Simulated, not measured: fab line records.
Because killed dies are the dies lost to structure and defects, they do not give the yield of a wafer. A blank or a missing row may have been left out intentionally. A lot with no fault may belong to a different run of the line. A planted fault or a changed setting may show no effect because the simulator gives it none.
Matching of chambers :: flow n5-finfet :: cmp-02 running N5_GATE_CUT_CMP_43: 4 sister chambers
The step polishes SiO2. 22 wafers are shown with their chamber, then 11 later ones without.

WAFERS, EACH WITH ITS CHAMBER
wafer: L075.3
chamber: 3
motor-current-A (A): 13.2

wafer: L075.4
chamber: 0
motor-current-A (A): 11.2

wafer: L075.6
chamber: 3
motor-current-A (A): 12.9

wafer: L074.1
chamber: 3
motor-current-A (A): 13.0

wafer: L074.2
chamber: 1
motor-current-A (A): 10.4

wafer: L074.4
chamber: 0
motor-current-A (A): 11.7

wafer: L078.1
chamber: 2
motor-current-A (A): 11.9

wafer: L078.2
chamber: 0
motor-current-A (A): 11.8

wafer: L078.6
chamber: 1
motor-current-A (A): 10.8

wafer: L079.2
chamber: 0
motor-current-A (A): 11.9

wafer: L079.3
chamber: 1
motor-current-A (A): 9.9

wafer: L079.6
chamber: 2
motor-current-A (A): 11.7

wafer: L080.2
chamber: 1
motor-current-A (A): 10.4

wafer: L080.3
chamber: 3
motor-current-A (A): 12.2

wafer: L080.6
chamber: 3
motor-current-A (A): 12.3

wafer: L081.2
chamber: 2
motor-current-A (A): 10.9

wafer: L081.5
chamber: 1
motor-current-A (A): 10.4

wafer: L081.6
chamber: 0
motor-current-A (A): 12.0

wafer: L082.1
chamber: 2
motor-current-A (A): 12.2

wafer: L082.3
chamber: 3
motor-current-A (A): 12.6

wafer: L082.4
chamber: 1
motor-current-A (A): 10.4

wafer: L083.1
chamber: 1
motor-current-A (A): 10.5

SIGNATURES (means of the wafers above)
reading: motor-current-A
chamber 0: 11.720
chamber 1: 10.400
chamber 2: 11.675
chamber 3: 12.700
scatter within a chamber: 0.375
Rule: distance of a wafer from a chamber = root of the sum over the readings of ((wafer's reading minus chamber's mean) / reading's scatter) squared. The wafer belongs to the nearest chamber; if the next one is less than 2 further off, it can't be placed. How the scatter is found: for the shown wafers, subtract from each reading the mean of its chamber, square and add these, divide the total by (wafers less chambers), then take the root.

WAFERS WITHOUT THEIR CHAMBER
wafer: L083.2
motor-current-A (A): 10.9

wafer: L083.4
motor-current-A (A): 12.3

wafer: L090.2
motor-current-A (A): 11.6

wafer: L090.4
motor-current-A (A): 11.3

wafer: L090.5
motor-current-A (A): 12.6

wafer: L092.1
motor-current-A (A): 11.3

wafer: L092.4
motor-current-A (A): 11.8

wafer: L092.6
motor-current-A (A): 11.9

wafer: L094.2
motor-current-A (A): 12.6

wafer: L094.3
motor-current-A (A): 12.2

wafer: L094.5
motor-current-A (A): 12.6

WHICH CHAMBER EACH ONE RAN IN
wafer: L083.2
from the rows above: can't be placed: 1 or 2 or 0
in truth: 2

wafer: L083.4
from the rows above: can't be placed: 3 or 0 or 2
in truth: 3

wafer: L090.2
from the rows above: can't be placed: 2 or 0
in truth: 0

wafer: L090.4
from the rows above: can't be placed: 2 or 0 or 1
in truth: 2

wafer: L090.5
from the rows above: 3
in truth: 3

wafer: L092.1
from the rows above: can't be placed: 2 or 0 or 1
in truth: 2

wafer: L092.4
from the rows above: can't be placed: 0 or 2
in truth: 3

wafer: L092.6
from the rows above: can't be placed: 0 or 2 or 3
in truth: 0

wafer: L094.2
from the rows above: 3
in truth: 3

wafer: L094.3
from the rows above: can't be placed: 0 or 3 or 2
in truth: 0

wafer: L094.5
from the rows above: 3
in truth: 3
3 of 11 placed correctly. Not placeable from these rows: 8 (in 7, the candidates include the true chamber). 0 placed wrongly.
